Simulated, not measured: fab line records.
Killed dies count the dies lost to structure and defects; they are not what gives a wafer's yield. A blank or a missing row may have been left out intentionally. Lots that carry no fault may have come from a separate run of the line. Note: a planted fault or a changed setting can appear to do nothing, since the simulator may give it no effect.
Which tool was responsible?	flow n5Finfet	12 lots, 36 wafers sampled, at 4 steps of a route of 1938

## WHAT THE GAUGES READ, wafer by wafer
N5_BEOL_M6_RS_MEAS_57: the measuring method here is four-point-probe. Usual: M6_RS gives 0.284 ohm/sq (standard deviation 0.0085).
lot	measured	on	M6_RS (ohm/sq)	flag
L843	day 10 16:55	filmMetro-02	0.284 0.274 0.297	
L845	day 11 01:21	filmMetro-01	0.287 0.272 0.266	
L841	day 11 09:13	filmMetro-01	0.276 0.289 0.305	
L848	day 12 13:28	filmMetro-01	0.289 0.283 0.274	
L852	day 13 18:16	filmMetro-02	0.286 0.285 0.284	
L854	day 14 00:06	filmMetro-02	0.282 0.284 0.277	
L855	day 14 15:17	filmMetro-01	0.282 0.266 0.286	
L857	day 15 01:56	filmMetro-02	0.281 0.273 0.283	
L859	day 15 09:02	filmMetro-02	0.279 0.291 0.286	
L860	day 15 11:57	filmMetro-01	0.285 0.283 0.276	
L862	day 16 14:03	filmMetro-01	0.278 0.268 0.283	
L864	day 17 17:19	filmMetro-01	0.278 0.282 0.280	

## WHICH TOOL RAN EACH LOT (tool, then ch and the chambers of the sampled wafers, then the start)
lot	N5_BEOL_M6_DEGAS_44	N5_BEOL_M6_SPUTTER_48	N5_BEOL_M6_DEP_56
L843	pvdSputter-03, day 10 14:49	pvdSputter-01, day 10 15:50	pecvd-01 ch 0,1,2, day 10 16:51
L845	pvdSputter-02, day 10 23:39	pvdSputter-01, day 11 00:14	pecvd-04 ch 0,2, day 11 01:17
L841	pvdSputter-03, day 11 06:02	pvdSputter-01, day 11 08:11	pecvd-02 ch 0,1,2, day 11 09:07
L848	pvdSputter-03, day 12 11:08	pvdSputter-03, day 12 11:52	pecvd-01 ch 0,1,2, day 12 13:24
L852	pvdSputter-02, day 13 16:31	pvdSputter-03, day 13 17:10	pecvd-04 ch 0,2, day 13 18:12
L854	pvdSputter-03, day 13 20:37	pvdSputter-03, day 13 23:10	pecvd-04 ch 0,2, day 14 00:02
L855	pvdSputter-01, day 14 13:20	pvdSputter-02, day 14 14:22	pecvd-01 ch 1,2, day 14 15:13
L857	pvdSputter-01, day 15 00:00	pvdSputter-01, day 15 00:37	pecvd-02 ch 1,2, day 15 01:52
L859	pvdSputter-03, day 15 07:00	pvdSputter-02, day 15 07:59	pecvd-01 ch 0,1,2, day 15 08:58
L860	pvdSputter-03, day 15 10:16	pvdSputter-01, day 15 11:01	pecvd-02 ch 1,2, day 15 11:53
L862	pvdSputter-01, day 16 12:20	pvdSputter-02, day 16 13:06	pecvd-01 ch 0,1,2, day 16 13:59
L864	pvdSputter-01, day 17 15:10	pvdSputter-01, day 17 15:45	pecvd-04 ch 0,2, day 17 17:14
- N5_BEOL_M6_DEGAS_44: time 60 s.
- N5_BEOL_M6_SPUTTER_48: material Cu, target thk 10 nm, time 1.667 s.
- N5_BEOL_M6_DEP_56: deposits SiCN from 3MS/NH3, target thk 10 nm, time 17.5 s.

## WHAT THE TOOLS THEMSELVES READ (means of the sampled wafers that have a number; where no wafer has one, the mark that the record gives instead)
N5_BEOL_M6_DEGAS_44. Usual: heaterPowerW reads 336 W (standard deviation 45).
lot	tool	heaterPowerW (W)	flag
L843	pvdSputter-03	305	
L845	pvdSputter-02	350	
L841	pvdSputter-03	359	
L848	pvdSputter-03	339	
L852	pvdSputter-02	363	
L854	pvdSputter-03	365	
L855	pvdSputter-01	324	
L857	pvdSputter-01	307	
L859	pvdSputter-03	329	
L860	pvdSputter-03	362	
L862	pvdSputter-01	320	
L864	pvdSputter-01	297	

N5_BEOL_M6_SPUTTER_48. Usual: biasV 60.0 V, standard deviation 0.58; cathodeDcPowerW 26000 W, standard deviation 4.9; throttleValvePct 29.8 %, standard deviation 0.99.
lot	tool	biasV (V)	cathodeDcPowerW (W)	throttleValvePct (%)	flag
L843	pvdSputter-01	59.5	25997	30.6	
L845	pvdSputter-01	60.1	26002	30.6	
L841	pvdSputter-01	59.9	26004	29.6	
L848	pvdSputter-03	60.0	25997	29.7	
L852	pvdSputter-03	59.9	28204	29.7	OFF
L854	pvdSputter-03	59.9	28208	29.7	OFF
L855	pvdSputter-02	60.0	25999	29.1	
L857	pvdSputter-01	59.7	26000	30.1	
L859	pvdSputter-02	60.2	25998	29.5	
L860	pvdSputter-01	59.2	25998	28.7	
L862	pvdSputter-02	59.9	26000	29.3	
L864	pvdSputter-01	60.6	25995	28.9	

N5_BEOL_M6_DEP_56. Usual: rfFwdPowerW 199.5 W, standard deviation 0.97; showerheadPlenumPTorr 3.659 Torr, standard deviation 0.018; throttleValvePct 9.0 %, standard deviation 0.39.
lot	tool	rfFwdPowerW (W)	showerheadPlenumPTorr (Torr)	throttleValvePct (%)	flag
L843	pecvd-01	199.6	3.648	8.7	
L845	pecvd-04	199.3	3.657	8.8	
L841	pecvd-02	199.6	3.662	9.2	
L848	pecvd-01	199.6	3.644	9.2	
L852	pecvd-04	199.6	3.656	8.9	
L854	pecvd-04	199.8	3.655	8.9	
L855	pecvd-01	199.8	3.642	8.6	
L857	pecvd-02	199.2	3.665	9.1	
L859	pecvd-01	199.5	3.646	9.0	
L860	pecvd-02	198.5	3.652	9.1	
L862	pecvd-01	200.2	3.649	9.0	
L864	pecvd-04	199.0	3.662	8.5	

## THE ANSWER, worked out from the rows above alone
Rule: take the mean of a lot's wafers that have a number; if it is more than 3 standard deviations from the usual mean, the lot is off. A lot without any number at a reading at which 4 lots or more have one is off too. Any other lot the step has rows for is counted as sound. After the gauges, taken in route order, come the tools' own readings; for these a lot's mean is taken, as printed above. The first step at which some lot is off is used, and at that step the reading that is off furthest; a lot without a number counts as furthest.
Off: L852, L854, at N5_BEOL_M6_SPUTTER_48 (cathodeDcPowerW).
If a tool, at that step or one of the process steps before it, ran each lot that is off and ran no sound lot following the first of them, it fits. One fits: pvdSputter-03 at N5_BEOL_M6_SPUTTER_48. Its last sound lot is L848 (day 12 11:52), its first lot that is off L852 (day 13 17:10): a fault that began between those two fits.
On the lots that are off, the tool's own readings at N5_BEOL_M6_SPUTTER_48 differ by more than 5 times the standard deviation of the sound lots' means, which bears it out; cathodeDcPowerW reads 28206 W there versus 25999 W on the sound lots.

## WHAT THE SIMULATOR HAD PUT IN
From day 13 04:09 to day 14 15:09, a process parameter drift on pvdSputter-03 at N5_BEOL_M6_SPUTTER_48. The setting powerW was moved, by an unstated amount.
Lots struck among those shown: L852, L854. The rule above found the same.
